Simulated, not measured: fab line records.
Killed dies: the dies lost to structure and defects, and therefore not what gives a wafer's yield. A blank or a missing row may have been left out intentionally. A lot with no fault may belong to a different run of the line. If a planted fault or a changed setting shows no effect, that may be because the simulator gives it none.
Which of the tools did it? -- flow nand harc -- 30 wafers from 10 lots sampled at 5 of the route's 1159 steps

WHAT THE GAUGES SHOWED, per wafer
NHARC_END_SORT_01. Usual: defect limited yield 95.6 %, standard deviation 1.4; killed at array 26, standard deviation 9; killed at other 0.8, standard deviation 1.2; killed at periphery 3.2, standard deviation 2.3; killed dies 30, standard deviation 9.1; killed open 3.5, standard deviation 2; killed short 1.8, standard deviation 1.4; sort_bin_2_pct 1.4 %, standard deviation 0.59; sort_bin_3_pct 0.25 %, standard deviation 0.22; sort_bin_4_pct 2.8 %, standard deviation 0.91; sort n pass 647, standard deviation 9.1; sort rim yield pct 95.4 %, standard deviation 3; sort yield pct 95.6 %, standard deviation 1.4.
lot,measured,on,defect limited yield (%),killed at array,killed at other,killed at periphery,killed dies,killed open,killed short,sort_bin_2_pct (%),sort_bin_3_pct (%),sort_bin_4_pct (%),sort n pass,sort rim yield pct (%),sort yield pct (%),flag
L225,day 19 12:35,prober-02,94.8 95.3 95.4,28 27 25,2 1 0,5 4 6,35 32 31,5 1 1,2 2 2,1.5 0.9 1.5,0 0.15 0,3.7 3.7 3.1,642 645 646,100.0 97.2 97.2,94.8 95.3 95.4,
L226,day 19 23:23,prober-02,95.9 95.4 96.2,25 27 23,2 2 0,1 2 3,28 31 26,2 3 6,0 0 2,1.2 1.6 1.3,0.30 0.15 0.30,2.7 2.8 2.2,649 646 651,98.1 97.2 98.1,95.9 95.4 96.2,
L228,day 20 06:20,prober-02,95.6 97.2 96.3,27 19 20,1 0 0,2 0 5,30 19 25,7 5 11,1 4 2,1.0 0.9 1.3,0 0.30 0.30,3.4 1.6 2.1,647 658 652,97.2 96.2 97.2,95.6 97.2 96.3,
L230,day 20 15:22,prober-02,97.8 95.0 96.3,13 29 19,0 1 0,2 4 6,15 34 25,3 3 3,1 6 0,0.3 1.3 0.9,0.44 0.15 0.59,1.5 3.5 2.2,662 643 652,96.2 92.5 93.4,97.8 95.0 96.3,
L229,day 20 15:22,prober-01,96.8 96.2 96.6,18 18 17,3 4 5,1 4 1,22 26 23,1 4 2,1 3 1,0.6 1.2 0.9,0.44 0.30 0.44,2.2 2.4 2.1,655 651 654,97.2 94.3 98.1,96.8 96.2 96.6,
L231,day 21 01:21,prober-01,94.7 93.5 96.5,27 34 19,2 5 2,7 5 3,36 44 24,5 2 3,4 3 0,2.1 2.8 1.2,0.30 0.15 0.30,3.0 3.5 2.1,641 633 653,98.1 97.2 99.1,94.7 93.5 96.5,
L235,day 21 11:22,prober-02,93.9 96.0 96.8,39 25 22,1 0 0,1 2 0,41 27 22,4 3 2,0 2 1,1.9 2.1 0.6,0.44 0.30 0.30,3.7 1.6 2.4,636 650 655,98.1 98.1 100.0,93.9 96.0 96.8,
L241,day 23 14:46,prober-01,95.4 94.7 0,28 35 35,0 0 1,3 1 641,31 36 677,4 2 5,1 1 0,1.9 1.2 96.0,0 0.15 0.44,2.7 4.0 3.5,646 641 0,96.2 98.1 0,95.4 94.7 0,OFF
L244,day 24 12:14,prober-01,97.0 97.0 96.8,17 18 18,0 0 0,3 2 4,20 20 22,1 2 4,0 2 4,1.0 1.2 0.9,0.15 0 0,1.8 1.8 2.4,657 657 655,95.3 97.2 95.3,97.0 97.0 96.8,
L246,day 24 12:17,prober-02,96.2 96.0 95.6,21 22 25,0 0 0,5 5 5,26 27 30,3 2 7,1 6 3,1.2 1.6 1.3,0.44 0 0.15,2.2 2.4 3.0,651 650 647,95.3 94.3 93.4,96.2 96.0 95.6,

WHAT TOOL EACH LOT RAN ON (gives the tool, then ch and the chambers of the sampled wafers, and finally the start)
lot,NHARC_P_BONDPAD_DESCUM_11,NHARC_P_BONDPAD_ETCH_37,NHARC_P_BONDPAD_ETCH_12,NHARC_P_BONDPAD_STRIP_15
L225,"rie diel-07 ch 0,2,3, day 6 09:17","rie diel-07 ch 0,1,3, day 6 09:23","rie diel-07 ch 1,3, day 6 09:28","rie diel-06 ch 2,3, day 6 09:40"
L226,"rie diel-08 ch 0,2, day 7 01:24","rie diel-08 ch 1,2,3, day 7 01:29","rie diel-08 ch 1,2,3, day 7 01:34","rie diel-06 ch 0,1, day 7 01:48"
L228,"rie diel-08 ch 0,1,2, day 7 02:46","rie diel-08 ch 0,2,3, day 7 02:50","rie diel-08 ch 0,1,2, day 7 02:56","rie diel-08 ch 1,2,3, day 7 03:09"
L230,"rie diel-08 ch 1,2,3, day 7 14:20","rie diel-08 ch 0,3, day 7 14:29","rie diel-08 ch 0,2,3, day 7 14:35","rie diel-08 ch 0,3, day 7 14:47"
L229,"rie diel-08 ch 0,1,2, day 7 14:27","rie diel-08 ch 0,1, day 7 14:31","rie diel-08 ch 0,1, day 7 14:38","rie diel-08 ch 0,1,3, day 7 14:55"
L231,"rie diel-08 ch 1,3, day 8 04:22","rie diel-08 ch 1,3, day 8 04:27","rie diel-08 ch 0,1, day 8 04:32","rie diel-08 ch 1,3, day 8 04:45"
L235,"rie diel-08 ch 1,2, day 9 02:44","rie diel-08 ch 1,2,3, day 9 02:50","rie diel-08 ch 0,3, day 9 02:55","rie diel-06 ch 0,1,3, day 9 03:08"
L241,"rie diel-08 ch 0,2,3, day 10 14:30","rie diel-08 ch 0,1,2, day 10 14:35","rie diel-08 ch 0,1,2, day 10 14:41","rie diel-08 ch 0,2,3, day 10 14:53"
L244,"rie diel-07 ch 1,2,3, day 11 11:11","rie diel-07 ch 1,2,3, day 11 11:16","rie diel-07 ch 1,3, day 11 11:22","rie diel-08 ch 0,1,2, day 11 11:35"
L246,"rie diel-07 ch 0,1,3, day 11 17:23","rie diel-07 ch 1,2, day 11 17:41","rie diel-07 ch 0,2,3, day 11 17:49","rie diel-08 ch 0,1,2, day 11 18:03"
- NHARC_P_BONDPAD_DESCUM_11: chemistry O2, time 3 s.
- NHARC_P_BONDPAD_ETCH_37: etches the open film in N2/H2, target depth 60 nm, overetch 18 nm, time 65.91 s.
- NHARC_P_BONDPAD_ETCH_12: etches the open film in CHF3/O2, target depth 200 nm, time 100 s.
- NHARC_P_BONDPAD_STRIP_15: strips in O2.

AS READ BY THE TOOLS THEMSELVES (means over the sampled wafers that have a number; for cases with no such wafer, the mark the record gives instead)
NHARC_P_BONDPAD_DESCUM_11. Usual: drypump motor current A 5.96 A, standard deviation 0.29; oes product au 1.005 a.u., standard deviation 0.01; rf vpp V 57.8 V, standard deviation 0.85; showerhead plenum p Torr 1.95 Torr, standard deviation 0.072; throttle valve pct 11.311 %, standard deviation 0.01.
lot,tool,drypump motor current A (A),oes product au (a.u.),rf vpp V (V),showerhead plenum p Torr (Torr),throttle valve pct (%),flag
L225,rie diel-07,5.93,0.991,58.8,2.04,11.309,
L226,rie diel-08,5.93,1.007,57.7,1.99,11.312,
L228,rie diel-08,6.07,1.008,58.2,1.97,11.305,
L230,rie diel-08,5.99,1.009,57.7,1.95,11.309,
L229,rie diel-08,6.04,1.004,58.2,1.97,11.317,
L231,rie diel-08,6.11,1.003,57.5,1.94,11.310,
L235,rie diel-08,6.07,1.012,58.2,2.01,11.307,
L241,rie diel-08,5.85,1.010,57.6,1.92,11.313,
L244,rie diel-07,5.62,1.004,57.6,1.99,11.310,
L246,rie diel-07,5.75,1.008,57.4,1.97,11.308,

NHARC_P_BONDPAD_ETCH_37. Usual: drypump motor current A 5.98 A, standard deviation 0.28; oes product au 1.005 a.u., standard deviation 0.0094; rf fwd power W 397.4 W, standard deviation 1.4; rf vpp V 431.6 V, standard deviation 2.2; showerhead plenum p Torr 2.08 Torr, standard deviation 0.078; throttle valve pct 14.172 %, standard deviation 0.0095.
lot,tool,drypump motor current A (A),oes product au (a.u.),rf fwd power W (W),rf vpp V (V),showerhead plenum p Torr (Torr),throttle valve pct (%),flag
L225,rie diel-07,5.74,0.995,395.9,431.8,2.12,14.174,
L226,rie diel-08,6.01,1.001,398.0,432.0,2.08,14.170,
L228,rie diel-08,5.85,1.017,397.8,430.5,2.05,14.164,
L230,rie diel-08,5.82,1.006,398.4,430.2,2.01,14.169,
L229,rie diel-08,6.19,1.000,396.9,431.9,2.09,14.170,
L231,rie diel-08,6.12,1.001,398.6,430.7,2.07,14.172,
L235,rie diel-08,5.98,1.009,398.8,431.4,2.08,14.164,
L241,rie diel-08,6.08,1.002,398.1,433.5,2.10,14.176,
L244,rie diel-07,5.64,1.006,397.5,431.8,2.12,14.178,
L246,rie diel-07,5.63,1.013,397.1,431.9,2.08,14.172,

NHARC_P_BONDPAD_ETCH_12. Usual: drypump motor current A 5.97 A, standard deviation 0.28; oes product au 0.949 a.u., standard deviation 0.024; rf fwd power W 497.8 W, standard deviation 1.5; rf vpp V 371.4 V, standard deviation 2.1; showerhead plenum p Torr 2.44 Torr, standard deviation 0.085; throttle valve pct 20.573 %, standard deviation 0.0083.
lot,tool,drypump motor current A (A),oes product au (a.u.),rf fwd power W (W),rf vpp V (V),showerhead plenum p Torr (Torr),throttle valve pct (%),flag
L225,rie diel-07,5.46,0.931,497.6,371.1,2.44,20.575,
L226,rie diel-08,5.99,0.969,497.8,371.5,2.45,20.572,
L228,rie diel-08,6.07,0.983,498.5,372.7,2.47,20.570,
L230,rie diel-08,5.84,0.936,499.1,370.4,2.42,20.577,
L229,rie diel-08,6.07,0.926,497.5,371.0,2.42,20.568,
L231,rie diel-08,6.18,0.920,497.2,372.0,2.46,20.582,
L235,rie diel-08,5.85,0.984,498.1,369.2,2.37,20.571,
L241,rie diel-08,6.09,0.859,431.3,372.3,2.47,20.574,OFF
L244,rie diel-07,5.44,0.976,497.5,371.1,2.42,20.573,
L246,rie diel-07,5.93,0.948,497.4,373.8,2.53,20.570,

NHARC_P_BONDPAD_STRIP_15. Usual: drypump motor current A 6.04 A, standard deviation 0.27; oes product au 1.004 a.u., standard deviation 0.0085; rf vpp V 58.0 V, standard deviation 0.94; showerhead plenum p Torr 3.56 Torr, standard deviation 0.12; throttle valve pct 17.036 %, standard deviation 0.0094.
lot,tool,drypump motor current A (A),oes product au (a.u.),rf vpp V (V),showerhead plenum p Torr (Torr),throttle valve pct (%),flag
L225,rie diel-06,5.96,1.006,57.4,3.63,17.051,
L226,rie diel-06,6.30,1.002,57.1,3.44,17.041,
L228,rie diel-08,5.97,1.012,57.6,3.60,17.036,
L230,rie diel-08,5.76,1.005,58.5,3.44,17.037,
L229,rie diel-08,6.00,0.999,58.3,3.53,17.034,
L231,rie diel-08,5.89,1.002,59.0,3.49,17.037,
L235,rie diel-06,6.12,0.997,57.8,3.51,17.036,
L241,rie diel-08,5.84,1.008,57.9,3.55,17.041,
L244,rie diel-08,6.08,1.002,58.0,3.63,17.031,
L246,rie diel-08,6.05,1.003,58.2,3.63,17.023,

THE ANSWER, worked out from the rows above alone
Rule: lot off if the mean of its wafers having a number is beyond 3 standard deviations from the usual mean. A lot without any number at a reading at which 4 lots or more have one is off too. Where the step has rows for the other lots, those lots are counted as sound. Order of review: gauges by route order, followed by the tools' own readings, for which a lot's mean as printed above is used. The first step at which some lot is off is used, and at that step the reading that is off furthest; a lot without a number counts as furthest.
Off at NHARC_END_SORT_01 (killed at periphery): L241.
A tool fits if, at a process step before that reading, it ran every lot that is off, and no sound lot after the first of them. Not tried: the gauges at NHARC_END_SORT_01; whatever is off there is also off at NHARC_P_BONDPAD_ETCH_12, on other tools, and gauge error can't account for it. One candidate fits, namely rie diel-08 at NHARC_P_BONDPAD_DESCUM_11 and NHARC_P_BONDPAD_ETCH_37 and NHARC_P_BONDPAD_ETCH_12. At NHARC_P_BONDPAD_DESCUM_11 its last sound lot is L235 (day 9 02:44), its first lot that is off L241 (day 10 14:30): a fault that began between those two fits.

WHAT THE SIMULATOR HAD INSERTED
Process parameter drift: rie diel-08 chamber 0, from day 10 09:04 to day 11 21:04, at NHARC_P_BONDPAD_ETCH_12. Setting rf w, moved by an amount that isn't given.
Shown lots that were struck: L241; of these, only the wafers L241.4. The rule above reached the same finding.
